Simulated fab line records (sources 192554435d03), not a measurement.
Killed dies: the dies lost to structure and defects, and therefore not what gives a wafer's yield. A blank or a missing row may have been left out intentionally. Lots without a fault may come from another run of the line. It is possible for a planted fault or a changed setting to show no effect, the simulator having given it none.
Lot-split experiment | flow n5 finfet | on a route of 1938 steps: 7 lots, 39 wafers read

ABOUT THE SPLIT
At N5_SD_EPI_P_EPI_21 (deposits SiGe:B, time 355 s), the setting epi growth time s was moved away from the recipe's 355 s on 18 of the 39 wafers read, by -44.5% to +45.0%. For the rest of the wafers, this setting stayed at what the recipe calls for.

Reading taken at the split's own step.

THE READING
SiGe-B_of_SD_EPI_P_EPI_21.thk nm (the simulator's own value, which no gauge read), in nm, at N5_SD_EPI_P_EPI_21 (deposits SiGe:B, time 355 s). There is no usual value for it anywhere in the file. The 21 wafers here that ran the recipe average 61.2 nm, standard deviation 0.68 nm.

wafer  | tool, chamber at the split | epi growth time s as run, s | against the recipe | SiGe-B_of_SD_EPI_P_EPI_21.thk nm, nm | against lot-mates on the recipe
L075.1 | epi rpcvd-01, 0            | 355                         | recipe             | 62                                   | -
L075.2 | epi rpcvd-01, 0            | 355                         | recipe             | 61                                   | -
L075.3 | epi rpcvd-01, 0            | 458.2                       | +29.1%             | 72.6                                 | +11.1
L075.4 | epi rpcvd-01, 0            | 458.2                       | +29.1%             | 72.6                                 | +11.1
L075.5 | epi rpcvd-01, 0            | 355                         | recipe             | 61.4                                 | -
L075.6 | epi rpcvd-01, 0            | 458.2                       | +29.1%             | 73.2                                 | +11.7
L081.1 | epi rpcvd-02, 0            | 355                         | recipe             | 61                                   | -
L081.2 | epi rpcvd-02, 0            | 355                         | recipe             | 62                                   | -
L081.3 | epi rpcvd-02, 0            | 355                         | recipe             | 61.2                                 | -
L081.4 | epi rpcvd-02, 0            | 460.1                       | +29.6%             | 73.4                                 | +12.0
L081.5 | epi rpcvd-02, 0            | 460.1                       | +29.6%             | 73.2                                 | +11.8
L081.6 | epi rpcvd-02, 0            | 460.1                       | +29.6%             | 73                                   | +11.6
L083.1 | epi rpcvd-03, 0            | 355                         | recipe             | 61.4                                 | -
L083.2 | epi rpcvd-03, 0            | 355                         | recipe             | 60.2                                 | -
L083.3 | epi rpcvd-03, 0            | 467.5                       | +31.7%             | 73.8                                 | +13.1
L083.4 | epi rpcvd-03, 0            | 467.5                       | +31.7%             | 72.8                                 | +12.1
L083.5 | epi rpcvd-03, 0            | 355                         | recipe             | 60.4                                 | -
L083.6 | epi rpcvd-03, 0            | 467.5                       | +31.7%             | 73                                   | +12.3
L087.3 | epi rpcvd-02, 0            | 355                         | recipe             | 62.2                                 | -
L087.4 | epi rpcvd-02, 0            | 355                         | recipe             | 61.8                                 | -
L087.5 | epi rpcvd-02, 0            | 355                         | recipe             | 60.8                                 | -
L088.1 | epi rpcvd-03, 0            | 355                         | recipe             | 60                                   | -
L088.2 | epi rpcvd-03, 0            | 355                         | recipe             | 60                                   | -
L088.3 | epi rpcvd-03, 0            | 514.6                       | +45.0%             | 78.4                                 | +18.2
L088.4 | epi rpcvd-03, 0            | 514.6                       | +45.0%             | 77.6                                 | +17.4
L088.5 | epi rpcvd-03, 0            | 514.6                       | +45.0%             | 78.6                                 | +18.4
L088.6 | epi rpcvd-03, 0            | 355                         | recipe             | 60.6                                 | -
L089.1 | epi rpcvd-02, 0            | 355                         | recipe             | 61.2                                 | -
L089.2 | epi rpcvd-02, 0            | 355                         | recipe             | 62                                   | -
L089.3 | epi rpcvd-02, 0            | 197                         | -44.5%             | 36.6                                 | -25.0
L089.4 | epi rpcvd-02, 0            | 197                         | -44.5%             | 37                                   | -24.6
L089.5 | epi rpcvd-02, 0            | 355                         | recipe             | 61.6                                 | -
L089.6 | epi rpcvd-02, 0            | 197                         | -44.5%             | 37.2                                 | -24.4
L096.1 | epi rpcvd-03, 0            | 413.4                       | +16.5%             | 68                                   | +6.2
L096.2 | epi rpcvd-03, 0            | 413.4                       | +16.5%             | 67.8                                 | +6.0
L096.3 | epi rpcvd-03, 0            | 355                         | recipe             | 61.8                                 | -
L096.4 | epi rpcvd-03, 0            | 355                         | recipe             | 62                                   | -
L096.5 | epi rpcvd-03, 0            | 413.4                       | +16.5%             | 67.6                                 | +5.8
L096.6 | epi rpcvd-03, 0            | 355                         | recipe             | 61.6                                 | -

FIT RESULTS
A straight line over all 39 wafers: SiGe-B_of_SD_EPI_P_EPI_21.thk nm changes by +0.447 nm for each +1% of epi growth time s; r = +0.99; the points scatter about the line by 1.5 nm.
The same after taking each lot's own level away (the mean of its wafers on the recipe; 39 wafers): +0.457 nm for each +1%; r = +0.99; scatter 1.4 nm.
According to that fit, moving epi growth time s by its largest amount changes the reading by 21 nm.
From 60.20 to 61.80 nm: that is the span of the lots' own levels, equal to 2.3 times the standard deviation above.
Consequently the slope shifts little with the lot-to-lot level, the two slopes agreeing.
Check: for one of the wafers moved furthest among these (+45.0%), held out of the fit, the line's prediction against its lot-mates is +19.6 nm. It came out at +18.2 nm against them.

OTHER SPLITS ON THESE WAFERS
Note: prior to the reading, these wafers also went through further splits. Each is held against what the fit with the lots' levels taken away leaves over:
other split on the same wafers | wafers away from the commonest value | r with SiGe-B_of_SD_EPI_P_EPI_21.thk nm (lot level and that fit taken away)
N5_FIN_SAQP_HM_DEP_72 time s   | 15                                   | -0.04

THE WHOLE CHAIN: every reading that the file lists as answering this split, in the file's order
step                        | what it does                 | reading                                                                           | change (the file's fit)                                                           | r (the file's)
N5_SD_EPI_P_EPI_21          | deposits SiGe:B, time 355 s  | SiGe-B_of_SD_EPI_P_EPI_21.thk nm (the simulator's own value, which no gauge read) | +0.44 nm for each +1% of the setting                                              | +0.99
N5_SD_EPI_P_EPI_MEAS_23     |                              | thk nm                                                                            | withheld for each +1% of the setting                                              | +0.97
N5_SD_ACTIVATION_RS_MEAS_03 | measures by four-point-probe | RS_SD_P                                                                           | not straight: 91.9 at the lowest setting, 55.5 at the recipe, 42.4 at the highest | not given

FILE'S OWN FIT
SiGe-B_of_SD_EPI_P_EPI_21.thk nm changes by +0.44 nm for each +1% of epi growth time s, r = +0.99.
